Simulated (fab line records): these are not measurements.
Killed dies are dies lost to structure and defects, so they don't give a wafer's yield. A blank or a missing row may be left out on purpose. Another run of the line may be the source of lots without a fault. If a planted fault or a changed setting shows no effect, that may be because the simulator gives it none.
fab line records ; flow n5Finfet
[record] lots = 6; wafers = 18; lastDay = 16
route steps=1938 shown BEOL_M3@951 BEOL_M4@1111
lots that met no fault: taken from a fault-free run of the same line
startH: the number of hours between the record's first day and the start of the first shown wafer of the lot ; waitH: how many hours have passed since the lot's step before this one ; " as in the row above ; L1.1+2: one row covering several wafers at once ; - no value, or no start given ; * or withheld: withheld ; < > ~ a bound
route shown NAME@n: NAME is a module with steps in the file, n the number in the route of the first one ; usual: mean/standard deviation taken from wafers without a fault ; same: alike in all rows ; chamber/n: place in a boat ; sites: the reading at each site ; _std_site: their standard deviation ; _edge_site: the outer-site mean with the inner-site mean subtracted ; radiusMm: how far each site lies from the wafer's centre ; mask NAME#n: copy n ; behind: the most recent tool/chamber to have shaped the wafer ; hold: the reason the lot was held/the length of the hold in hours/how it ended ; device: names the non-switching transistor (n, p or np) ; end of line: the route-end tests of the same wafers ; where a step has no rows: the recipe by itself ; killed: count of dies lost to structure and defects at first sort (not the wafer's yield) ; map: a wafer's dies, x killed, . not, _ none there
set.NAME: the setting the step ran with; set.NAME@STEP: the setting that earlier step ran with ; model.NAME: the simulator's own value behind a step, which no gauge read
lots at selected steps of the route; one table per step, one row per wafer
services: from which hour (startH, from the record's first day; less than 0 if before it) a tool's chamber was out of use, for how many hours, and why
[[steps]]
[step N5_BEOL_M3_STRIP_65]
[recipe] chemistry = N2/H2; tempC = 40; n2FlowSccm = 200; h2FlowSccm = 200; rfFrequencyHz = 6e+07
[step N5_BEOL_M3_STRIP_75]
[recipe] chemistry = N2/H2; tempC = 40; n2FlowSccm = 200; h2FlowSccm = 200; rfFrequencyHz = 6e+07
[step N5_BEOL_M3_STRIP_66]
[recipe] chemistry = CF4; resist = SiARC; powerW = 300; biasPowerW = 75; pressureMtorr = 50; cf4FlowSccm = 150; rfFrequencyHz = 6e+07
[usual] drypumpMotorCurrentA = 5.7/0.38; oesProductAu = 0.75/0.07; powerW = 300.0/0.82; rfVppV = 271.1/1.5; showerheadPlenumPTorr = 1.79/0.051; throttleValvePct = 13.71/0.27
lot.wafer;tool;chamber;startH;waitH;drypumpMotorCurrentA;oesProductAu;powerW;rfHoursCounterH;rfVppV;showerheadPlenumPTorr;throttleValvePct
L663.1;rieDiel-01;2;162.99;0.0;6.2;0.73;300.0;158;272.4;1.79;13.71
L663.3;rieDiel-01;1;162.99;0.0;6.1;0.88;300.4;28;271.9;1.83;13.18
L663.4;rieDiel-01;0;162.99;0.0;5.3;0.69;301.4;243;272.6;1.85;14.08
L667.1;rieDiel-04;1;184.40;0.0;6.1;0.98;297.7;1;269.4;1.78;13.31
L667.3;rieDiel-04;2;184.40;0.0;5.8;0.71;300.1;184;271.7;1.84;13.34
L667.4;rieDiel-04;3;184.40;0.0;5.9;0.70;300.6;220;270.5;1.79;14.14
L668.4;rieDiel-01;1;193.50;0.0;6.0;0.87;298.7;-;272.8;1.82;13.18
L668.5;rieDiel-01;3;193.50;0.0;5.8;0.73;300.7;-;268.4;1.73;13.63
L668.6;rieDiel-01;2;193.50;0.0;6.3;0.73;300.0;-;270.1;1.78;13.72
L673.1;rieDiel-01;1;225.45;0.0;6.0;0.85;299.7;43;271.3;1.82;13.20
L673.2;rieDiel-01;2;225.45;0.0;6.3;0.72;299.9;180;271.2;1.78;13.74
L673.6;rieDiel-01;2;225.45;0.0;6.2;0.72;299.2;-;270.5;1.78;13.74
L681.1;rieDiel-04;0;264.59;0.0;4.7;0.67;300.1;228;268.5;1.69;13.76
L681.4;rieDiel-04;3;264.59;0.0;5.9;0.69;300.4;245;271.1;1.78;14.19
L681.6;rieDiel-04;0;264.59;0.0;4.7;0.67;300.3;-;269.4;1.69;13.75
L682.1;rieDiel-03;2;278.80;0.0;5.5;0.72;301.4;199;268.2;1.72;13.94
L682.3;rieDiel-03;0;278.80;0.0;5.6;0.70;299.9;177;274.6;1.85;13.88
L682.6;rieDiel-03;0;278.80;0.0;5.7;0.70;299.2;-;272.7;1.85;13.85
[step N5_BEOL_M3_HM_OPEN_17]
[recipe] chemistry = Cl2/BCl3; targetDepthA = 200; overetchA = 60; target = TiN; maskMaterial = SOC; ionEnergyEv = 150; pressureMtorr = 10; icpW = 1000; biasW = 126; Cl2_flow_sccm = 53.25; bcl3FlowSccm = 21.75; Ar_flow_sccm = 25
[usual] drypumpMotorCurrentA = 6.0/0.41; mfcArSccm = 25.00/0.074; oesProductAu = 0.70/0.042; throttleValvePct = 22.15/0.19
lot.wafer;tool;chamber;startH;waitH;drypumpMotorCurrentA;mfcArSccm;oesProductAu;rfHoursCounterH;throttleValvePct
L663.1;rieMetal-01;1;163.03;0.0;5.8;24.95;0.69;31;22.12
L663.3;rieMetal-01;0;163.03;0.0;5.8;24.99;0.70;-;22.06
L663.4;rieMetal-01;1;163.03;0.0;5.8;24.96;0.68;-;22.11
L667.1;rieMetal-02;1;184.44;0.0;5.2;25.02;0.72;26;22.14
L667.3;rieMetal-02;1;184.44;0.0;5.2;25.18;0.72;-;22.12
L667.4;rieMetal-02;0;184.44;0.0;6.4;25.04;0.66;-;21.89
L668.4;rieMetal-03;1;193.56;0.1;6.2;25.13;0.77;-;22.49
L668.5;rieMetal-03;1;193.56;0.1;6.1;25.04;0.78;-;22.49
L668.6;rieMetal-03;0;193.56;0.1;6.5;25.00;0.71;-;22.06
L673.1;rieMetal-02;1;225.49;0.0;5.2;25.08;0.70;30;22.14
L673.2;rieMetal-02;0;225.49;0.0;6.4;24.98;0.65;45;21.89
L673.6;rieMetal-02;0;225.49;0.0;6.3;25.03;0.64;-;21.92
L681.1;rieMetal-01;0;264.63;0.0;5.8;24.90;0.65;50;22.09
L681.4;rieMetal-01;1;264.63;0.0;5.8;25.00;0.64;-;22.14
L681.6;rieMetal-01;1;264.63;0.0;5.8;24.91;0.65;-;22.15
L682.1;rieMetal-01;0;278.84;0.0;5.8;24.93;0.65;51;22.12
L682.3;rieMetal-01;1;278.84;0.0;5.8;25.14;0.65;-;22.16
L682.6;rieMetal-01;0;278.84;0.0;5.8;24.93;0.65;-;22.11
[step N5_BEOL_M3_STRIP_19]
[recipe] chemistry = O2; powerW = 400; tempC = 40; pressureMtorr = 30; rfFrequencyHz = 6e+07; biasPowerW = 0; overashFraction = 0.2; o2FlowSccm = 225
[usual] drypumpMotorCurrentA = 5.7/0.44; oesProductAu = 0.76/0.087; rfVppV = 3.7/0.49; showerheadPlenumPTorr = 2.09/0.065; throttleValvePct = 16.81/0.28
lot.wafer;tool;chamber;startH;waitH;drypumpMotorCurrentA;oesProductAu;rfHoursCounterH;rfVppV;showerheadPlenumPTorr;throttleValvePct
L663.1;rieDiel-03;3;163.14;0.1;5.2;0.76;173;3.9;2.19;16.96
L663.3;rieDiel-03;2;163.14;0.1;5.5;0.74;161;4.0;2.01;16.92
L663.4;rieDiel-03;1;163.14;0.1;5.7;0.75;176;4.3;2.11;16.90
L667.1;rieDiel-04;2;184.56;0.1;5.8;0.73;184;4.1;2.18;16.47
L667.3;rieDiel-04;1;184.56;0.1;6.1;1.01;1;3.7;2.05;16.37
L667.4;rieDiel-04;0;184.56;0.1;4.7;0.69;204;3.5;2.00;16.94
L668.4;rieDiel-03;2;193.66;0.1;5.5;0.73;-;3.9;2.01;16.94
L668.5;rieDiel-03;1;193.66;0.1;5.7;0.74;-;4.4;2.10;16.92
L668.6;rieDiel-03;3;193.66;0.1;5.3;0.75;-;3.1;2.19;16.99
L673.1;rieDiel-04;0;225.67;0.1;4.7;0.67;217;3.9;2.00;16.96
L673.2;rieDiel-04;3;225.67;0.1;6.0;0.69;232;3.5;2.08;17.22
L673.6;rieDiel-04;1;225.67;0.1;6.0;0.94;-;3.4;2.05;16.41
L681.1;rieDiel-01;2;264.77;0.1;6.3;0.70;192;4.3;2.10;16.96
L681.4;rieDiel-01;0;264.77;0.1;5.3;0.94;19;4.1;2.15;16.73
L681.6;rieDiel-01;2;264.77;0.1;6.3;0.69;-;4.1;2.10;16.95
L682.1;rieDiel-01;0;278.95;0.1;5.3;0.93;23;4.9;2.15;16.75
L682.3;rieDiel-01;1;278.95;0.1;6.0;0.84;60;4.6;2.11;16.25
L682.6;rieDiel-01;2;278.95;0.1;6.3;0.69;-;3.6;2.10;16.97
[step N5_BEOL_M3_CD_MEAS_18]
[recipe] pitchNm = 36; targetCdNm = 18
[usual] cdNm = 18.2/0.4
lot.wafer;tool;chamber;startH;waitH;cdNm
L663.1;cdSem-02;-;163.21;0.0;18.1
L663.3;cdSem-02;-;163.21;0.0;18.7
L663.4;cdSem-02;-;163.21;0.0;18.1
L667.1;cdSem-01;-;184.62;0.0;17.7
L667.3;cdSem-01;-;184.62;0.0;17.7
L667.4;cdSem-01;-;184.62;0.0;17.5
L668.4;cdSem-03;-;193.73;0.0;18.7
L668.5;cdSem-03;-;193.73;0.0;18.1
L668.6;cdSem-03;-;193.73;0.0;18.1
L673.1;cdSem-01;-;225.74;0.0;17.9
L673.2;cdSem-01;-;225.74;0.0;17.7
L673.6;cdSem-01;-;225.74;0.0;17.9
L681.1;cdSem-01;-;264.84;0.0;18.6
L681.4;cdSem-01;-;264.84;0.0;19.0
L681.6;cdSem-01;-;264.84;0.0;18.8
L682.1;cdSem-03;-;279.02;0.0;18.1
L682.3;cdSem-03;-;279.02;0.0;18.1
L682.6;cdSem-03;-;279.02;0.0;18.1
[step N5_BEOL_M3_COAT_67]
[recipe] resist = SOC; tempC = 250; timeS = 60; spinRpm = 1500; resistThkNm = 60
[step N5_BEOL_M3_COAT_68]
[recipe] resist = SiARC; tempC = 220; timeS = 60; spinRpm = 1500; resistThkNm = 12
[step N5_BEOL_M3_COAT_76]
[recipe] resist = underlayer; tempC = 205; timeS = 60; spinRpm = 1500; resistThkNm = 5
[step N5_BEOL_M3_COAT_22]
[recipe] resist = CAR-EUV; spinRpm = 1500; resistThkNm = 30
[step N5_BEOL_M3_EBR_24]
[recipe] solvent = PGMEA; ebrWidthMm = 1.5
[step N5_BEOL_M3_SOFTBAKE_23]
[recipe] tempC = 110; timeS = 60; resist = CAR-EUV
[step N5_BEOL_M3_EXPOSE_25]
[recipe] maskId = V2; na = 0.33; sourceShape = quasar; sigmaInner = 0.2; sigmaOuter = 0.8; polarization = unpolarized; defocusNm = 5; doseMj = 63
[usual] exposureDoseMJCm2 = 62.83/0.089
lot.wafer;tool;chamber;startH;waitH;mask;exposureDoseMJCm2
L663.1;euvScanner-02;0;163.51;-;V2#0;62.91
L663.3;euvScanner-02;0;163.51;-;V2#0;62.92
L663.4;euvScanner-02;0;163.51;-;V2#0;62.97
L667.1;euvScanner-01;0;184.80;-;V2#0;62.85
L667.3;euvScanner-01;0;184.80;-;V2#0;62.76
L667.4;euvScanner-01;0;184.80;-;V2#0;62.68
L668.4;euvScanner-01;0;193.92;-;V2#0;62.82
L668.5;euvScanner-01;0;193.92;-;V2#0;62.78
L668.6;euvScanner-01;0;193.92;-;V2#0;62.80
L673.1;euvScanner-02;0;226.04;-;V2#0;62.86
L673.2;euvScanner-02;0;226.04;-;V2#0;62.99
L673.6;euvScanner-02;0;226.04;-;V2#0;62.80
L681.1;euvScanner-01;0;265.01;-;V2#0;58.65
L681.4;euvScanner-01;0;265.01;-;V2#0;58.71
L681.6;euvScanner-01;0;265.01;-;V2#0;58.73
L682.1;euvScanner-01;0;279.19;-;V2#0;59.44
L682.3;euvScanner-01;0;279.19;-;V2#0;59.58
L682.6;euvScanner-01;0;279.19;-;V2#0;59.69
[step N5_BEOL_M3_PEB_26]
[recipe] pebTempC = 100; pebTimeS = 60; resist = CAR-EUV
[step N5_BEOL_M3_DEVELOP_27]
[recipe] developTimeS = 30; developer = TMAH; resist = CAR-EUV; rinseLiquid = surfactantRinse; dry = airSpin; devTempC = 23
[step N5_BEOL_M3_CD_MEAS_28]
[recipe] targetCdNm = 25.7; landingEnergyEv = 500; detector = seInlens; targetCdYNm = 23.3; polarity = opening
[usual] cdNm = 25.68/0.24
lot.wafer;tool;chamber;startH;waitH;cdNm
L663.1;cdSem-03;0;163.65;-;25.42
L663.3;cdSem-03;0;163.65;-;26.15
L663.4;cdSem-03;0;163.65;-;25.54
L667.1;cdSem-01;0;184.94;-;25.66
L667.3;cdSem-01;0;184.94;-;25.56
L667.4;cdSem-01;0;184.94;-;25.44
L668.4;cdSem-03;0;194.04;-;25.85
L668.5;cdSem-03;0;194.04;-;25.69
L668.6;cdSem-03;0;194.04;-;25.88
L673.1;cdSem-02;0;226.18;-;25.83
L673.2;cdSem-02;0;226.18;-;25.77
L673.6;cdSem-02;0;226.18;-;25.62
L681.1;cdSem-02;0;265.16;-;24.84
L681.4;cdSem-02;0;265.16;-;24.19
L681.6;cdSem-02;0;265.16;-;24.75
L682.1;cdSem-03;0;279.34;-;24.71
L682.3;cdSem-03;0;279.34;-;24.76
L682.6;cdSem-03;0;279.34;-;24.66
[step N5_BEOL_M3_OVL_MEAS_29]
[recipe] pointsPerWafer = 522
[usual] V2_OVL = 0.6/0.63
lot.wafer;tool;chamber;startH;waitH;V2_OVL[nm]
L663.1;overlay-02;0;163.68;0.0;0.4
L663.3;overlay-02;0;163.68;0.0;0.8
L663.4;overlay-02;0;163.68;0.0;1.0
L667.1;overlay-01;0;184.97;0.0;-0.1
L667.3;overlay-01;0;184.97;0.0;1.2
L667.4;overlay-01;0;184.97;0.0;0.7
L668.4;overlay-02;0;194.09;0.0;0.5
L668.5;overlay-02;0;194.09;0.0;0.1
L668.6;overlay-02;0;194.09;0.0;0.9
L673.1;overlay-02;0;226.21;0.0;-0.2
L673.2;overlay-02;0;226.21;0.0;-0.4
L673.6;overlay-02;0;226.21;0.0;1.5
L681.1;overlay-01;0;265.19;0.0;0.6
L681.4;overlay-01;0;265.19;0.0;-0.1
L681.6;overlay-01;0;265.19;0.0;0.4
L682.1;overlay-02;0;279.37;0.0;-0.1
L682.3;overlay-02;0;279.37;0.0;0.6
L682.6;overlay-02;0;279.37;0.0;0.6
[step N5_BEOL_M4_RC_MEAS_101]
[usual] DIBL_N = 35.9/1.6; DIBL_P = 35.6/2.1; IOFF_N = 0.149/0.029; IOFF_P = 0.20/0.033; ION_N = 671/11; ION_P = 460/7.3; SS_N = 71.4/0.62; SS_P = 73.2/0.65; VT_N = 251/3.1; VT_P = -251/3.4
lot.wafer;tool;chamber;startH;waitH;DIBL_N[mV/V];DIBL_P[mV/V];IOFF_N[nA/um];IOFF_P[nA/um];ION_N[uA/um];ION_P[uA/um];SS_N[mV/dec];SS_P[mV/dec];VT_N[mV];VT_P[mV]
L663.1;prober-02;0;182.49;0.0;33.2;34.0;0.116;0.15;670;453;70.9;71.6;253;-258
L663.3;prober-02;0;182.49;0.0;34.1;33.9;0.121;0.14;673;455;70.6;72.2;254;-258
L663.4;prober-02;0;182.49;0.0;33.8;34.1;0.112;0.14;658;454;71.2;72.1;255;-260
L667.1;prober-02;0;205.27;0.0;36.8;36.5;0.165;0.25;679;473;71.7;73.8;249;-248
L667.3;prober-02;0;205.27;0.0;36.9;36.4;0.173;0.25;684;476;70.7;73.4;248;-247
L667.4;prober-02;0;205.27;0.0;37.4;37.0;0.172;0.26;681;474;71.9;74.2;249;-247
L668.4;prober-01;0;209.50;0.5;38.4;40.8;0.194;0.27;684;474;72.3;74.1;249;-245
L668.5;prober-01;0;209.50;0.5;37.5;40.9;0.187;0.27;691;475;71.2;74.5;246;-245
L668.6;prober-01;0;209.50;0.5;37.2;39.6;0.186;0.25;692;475;71.2;74.3;248;-247
L673.1;prober-01;0;246.60;0.0;34.1;31.6;0.125;0.17;665;459;71.2;72.4;250;-253
L673.2;prober-01;0;246.60;0.0;35.4;34.4;0.139;0.21;665;465;71.1;73.7;250;-249
L673.6;prober-01;0;246.60;0.0;33.1;31.5;0.106;0.16;668;457;70.7;72.6;253;-251
L681.1;prober-02;0;288.83;0.0;36.2;35.5;0.185;0.22;677;463;71.8;74.1;248;-250
L681.4;prober-02;0;288.83;0.0;38.2;38.7;0.225;0.28;694;476;71.9;74.4;244;-247
L681.6;prober-02;0;288.83;0.0;38.2;38.4;0.237;0.28;687;464;72.3;75.4;243;-249
L682.1;prober-02;0;300.46;0.0;39.6;38.6;0.223;0.27;694;476;72.4;74.5;242;-244
L682.3;prober-02;0;300.46;0.0;37.8;37.6;0.195;0.25;690;467;71.7;73.5;247;-248
L682.6;prober-02;0;300.46;0.0;37.5;37.1;0.180;0.24;675;464;71.8;73.3;246;-247
[[services]]
tool;chamber;startH;hours;kind
rieMetal-02;-;141.53;14.6;pm
euvScanner-02;-;150.55;1.0;pm
rieDiel-04;1;154.34;-;clean
rieDiel-04;1;154.34;-;consumableReplace:focusRing
rieDiel-04;1;154.34;25.1;scheduledDown
rieDiel-04;1;154.34;25.1;ventCycle
euvScanner-01;-;158.53;1.0;pm
rieMetal-03;1;181.20;12.1;repair
rieDiel-01;0;188.11;-;clean
rieDiel-01;0;188.11;-;consumableReplace:focusRing
rieDiel-01;0;188.11;20.4;scheduledDown
rieDiel-01;0;188.11;20.4;ventCycle
euvScanner-02;-;194.49;4.6;pm
rieDiel-01;1;203.57;15.6;repair
euvScanner-02;-;206.70;1.0;pm
euvScanner-02;-;214.39;1.1;repair
euvScanner-01;-;215.47;1.0;pm
rieDiel-04;0;241.77;2.9;repair
rieDiel-03;3;243.02;4.6;repair
euvScanner-01;-;244.07;1.5;repair
euvScanner-01;0;246.54;-;calibration
rieMetal-03;-;249.95;2.8;pm
euvScanner-02;-;257.13;72.0;pm
rieDiel-04;3;266.66;7.7;repair
[[key]]
[firstSign] step = N5_BEOL_M3_EXPOSE_25; reading = exposureDoseMJCm2; direction = down; sigmas = 42; usual = 62.83; struck = 59.13
[effect] step = N5_BEOL_M3_CD_MEAS_28; reading = cdNm; direction = down; sigmas = 4.3; usual = 25.68; struck = 24.65; through = controlLoop
metAt N5_BEOL_M3_EXPOSE_25
struckWafers L681.1,L681.4,L681.6,L682.1,L682.3,L682.6
[loopTrim] step = N5_BEOL_M3_EXPOSE_25; setting = dose; lots = L682
onsetBetween 193.92 265.01
[fault] kind = processParameterDrift; tool = euvScanner-01; chamber = -; onsetH = 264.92; steps = N5_BEOL_M3_EXPOSE_25; channel = doseMj; offset = -4.0121; shape = step; actsIn = theseRecipesOnly; stated = 63
// loopTrim: a control loop set the setting to another value than it would have without faults
